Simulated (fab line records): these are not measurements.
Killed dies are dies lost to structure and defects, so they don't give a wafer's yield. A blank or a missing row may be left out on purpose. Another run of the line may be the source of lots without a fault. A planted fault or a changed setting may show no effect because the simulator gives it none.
Chamber matching -- flow nand-harc -- pecvd-02 running NHARC_A_CHANNEL_HOLE_D1_DEP_01: 3 sister chambers
The step deposits SiON, target thk 140 nm. 6 wafers are shown with their chamber, then 8 later ones without.

EACH WAFER AND ITS CHAMBER
wafer,chamber,heater-power-w (W)
L081.4,2,736
L081.5,0,633
L080.1,1,692
L080.2,0,633
L080.3,2,692
L080.4,1,704

WAFERS WHOSE CHAMBER IS MISSING
wafer,heater-power-w (W)
L080.5,695
L080.6,625
L082.1,626
L082.2,784
L082.3,640
L082.4,797
L082.5,610
L082.6,614

WHICH CHAMBER EACH WENT THROUGH
wafer,from the rows above,in truth
L080.5,can't be placed: 1 or 2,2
L080.6,0,0
L082.1,0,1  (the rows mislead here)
L082.2,can't be placed: 2 or 1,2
L082.3,0,0
L082.4,can't be placed: 2 or 1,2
L082.5,0,0
L082.6,0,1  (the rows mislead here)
3 of 8 placed correctly. Can't be placed from these rows: 3 (the true chamber is among the candidates in 3). Number placed wrongly: 2.
How it was worked out, from the rows above alone: a wafer's distance from a chamber is the root of the sum, over the readings, of the square of ((its reading less the chamber's mean) divided by the reading's scatter). If the next closest chamber is less than 2 further off than the closest, the wafer can't be placed; otherwise it belongs to the closest. A chamber's mean is the mean of its shown wafers. How the scatter is found: for the shown wafers, subtract from each reading the mean of its chamber, square and add these, divide the total by (wafers less chambers), then take the root.
